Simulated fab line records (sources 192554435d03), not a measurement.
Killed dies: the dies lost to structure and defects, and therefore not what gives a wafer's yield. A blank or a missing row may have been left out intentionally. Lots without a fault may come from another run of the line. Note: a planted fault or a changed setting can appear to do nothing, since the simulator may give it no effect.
What tool caused it? -- flow n5_finfet -- 24 lots, 72 wafers sampled, at 3 steps of a route of 1938

## WHAT THE GAUGES SHOWED, per wafer
N5_BEOL_M1_RS_MEAS_58: a four-point-probe measurement.
lot,measured,on,M1_RS (ohm/sq)
L074,day 6 08:55,film_metro-01,0.65 0.63 0.69
L075,day 6 15:08,film_metro-02,0.64 0.64 0.63
L076,day 7 00:54,film_metro-02,0.64 0.64 0.66
L077,day 7 05:44,film_metro-02,0.62 0.58 0.64
L078,day 7 10:36,film_metro-01,0.64 0.63 0.60
L079,day 7 13:48,film_metro-01,0.68 0.71 0.67
L080,day 8 02:58,film_metro-02,0.64 0.66 0.64
L081,day 8 07:49,film_metro-02,0.64 0.70 0.60
L083,day 8 16:13,film_metro-02,0.67 0.64 0.66
L082,day 8 16:16,film_metro-02,0.68 0.64 0.62
L084,day 9 17:10,film_metro-02,0.68 0.70 0.64
L085,day 9 22:06,film_metro-01,0.63 0.61 0.63
L086,day 10 01:07,film_metro-02,0.70 0.65 0.64
L087,day 10 01:26,film_metro-02,0.68 0.68 0.65
L088,day 10 03:56,film_metro-02,0.70 0.69 0.64
L089,day 10 05:46,film_metro-02,0.65 0.62 0.63
L090,day 10 12:25,film_metro-01,0.65 0.64 0.59
L091,day 10 16:01,film_metro-01,0.70 0.61 0.61
L092,day 11 01:27,film_metro-01,0.66 0.60 0.61
L093,day 11 06:28,film_metro-01,0.62 0.63 0.64
L094,day 11 15:14,film_metro-02,0.61 0.61 0.64
L095,day 11 15:31,film_metro-01,0.65 0.61 0.60
L096,day 12 05:49,film_metro-02,0.69 0.66 0.62
L097,day 12 17:26,film_metro-01,0.65 0.72 0.62

N5_BEOL_M2_THK_MEAS_01.
lot,measured,on,M2_ILD_THK (nm)
L074,day 6 09:03,film_metro-01,80.2 79.4 81.7
L075,day 6 15:16,film_metro-01,78.9 79.4 81.2
L076,day 7 01:02,film_metro-02,79.4 80.1 81.3
L077,day 7 05:52,film_metro-02,80.3 80.9 79.1
L078,day 7 10:44,film_metro-02,78.2 80.1 81.4
L079,day 7 13:56,film_metro-02,79.6 78.5 79.4
L080,day 8 03:06,film_metro-02,77.3 79.2 80.7
L081,day 8 07:57,film_metro-01,79.1 79.2 78.8
L083,day 8 16:20,film_metro-01,79.2 78.7 77.8
L082,day 8 16:24,film_metro-02,78.0 79.8 80.2
L084,day 9 17:20,film_metro-01,78.1 79.5 78.6
L085,day 9 22:15,film_metro-02,78.0 79.3 79.2
L086,day 10 01:14,film_metro-02,76.0 77.0 78.1
L087,day 10 01:35,film_metro-01,79.8 79.5 80.4
L088,day 10 04:04,film_metro-01,76.3 78.7 77.1
L089,day 10 05:53,film_metro-02,78.5 77.8 79.2
L090,day 10 12:33,film_metro-01,77.6 79.4 78.7
L091,day 10 16:10,film_metro-01,78.6 81.1 79.7
L092,day 11 01:35,film_metro-01,79.3 77.7 78.1
L093,day 11 06:37,film_metro-02,79.4 78.5 80.3
L094,day 11 15:22,film_metro-02,79.3 79.5 79.3
L095,day 11 15:39,film_metro-01,77.8 78.2 77.8
L096,day 12 05:57,film_metro-01,79.1 77.5 79.2
L097,day 12 17:34,film_metro-02,77.4 79.0 79.5

N5_BEOL_M2_INSPECT_13: inspects for defects (brightfield).
lot,measured,on,raw_defect_count
L074,day 6 11:10,defect_inspect-01,516 530 533
L075,day 6 17:07,defect_inspect-02,488 311 232
L076,day 7 01:56,defect_inspect-02,549 438 475
L077,day 7 09:20,defect_inspect-02,396 286 291
L078,day 7 11:29,defect_inspect-01,357 408 290
L079,day 7 18:17,defect_inspect-01,311 391 340
L080,day 8 04:18,defect_inspect-01,418 414 322
L081,day 8 08:40,defect_inspect-01,541 532 445
L083,day 8 17:46,defect_inspect-01,427 320 411
L082,day 8 17:57,defect_inspect-02,421 534 351
L084,day 9 19:54,defect_inspect-02,444 488 335
L085,day 10 00:43,defect_inspect-01,476 363 398
L086,day 10 04:04,defect_inspect-02,558 539 598
L087,day 10 05:30,defect_inspect-01,551 444 372
L088,day 10 05:33,defect_inspect-02,246 296 396
L089,day 10 08:08,defect_inspect-01,348 376 507
L090,day 10 13:34,defect_inspect-01,356 272 406
L091,day 10 19:12,defect_inspect-02,357 397 412
L092,day 11 03:11,defect_inspect-01,508 545 463
L093,day 11 07:53,defect_inspect-01,292 344 297
L094,day 11 17:56,defect_inspect-01,292 293 276
L095,day 11 18:10,defect_inspect-02,435 369 530
L096,day 12 09:06,defect_inspect-02,334 252 324
L097,day 12 20:04,defect_inspect-02,393 267 398

## WHAT TOOL EACH LOT RAN ON (gives the tool, then ch and the chambers of the sampled wafers, and finally the start)
The record holds no process step before these readings.

## AS READ BY THE TOOLS THEMSELVES (means over the sampled wafers that have a number; for cases with no such wafer, the mark the record gives instead)
The record holds no such reading with a usual standard deviation.

## THE ANSWER, worked out from the rows above alone
Rule: what is usual is taken from the lots themselves. The widest of any qualifying gaps counts: lots, ordered by their means at a reading, are off when they make up no more than a third of the lots, leave a main group of 4 or more, and stand apart from it by 3 or more times the standard deviation of that group's means. Not used: any main group whose means are identical at the precision the tables above print for the reading. Also off: a lot with no number at a reading for which 4 or more lots have one. Where the step has rows for the other lots, those lots are counted as sound. The gauges are gone through in route order, then the tools' own readings, and for those a lot's mean is taken as printed above. The first step at which some lot is off is used, and at that step the reading that is off furthest; a lot without a number counts as furthest.
No lot is off on any of the readings shown, so nothing can be concluded from this.

## WHAT WAS PUT IN BY THE SIMULATOR
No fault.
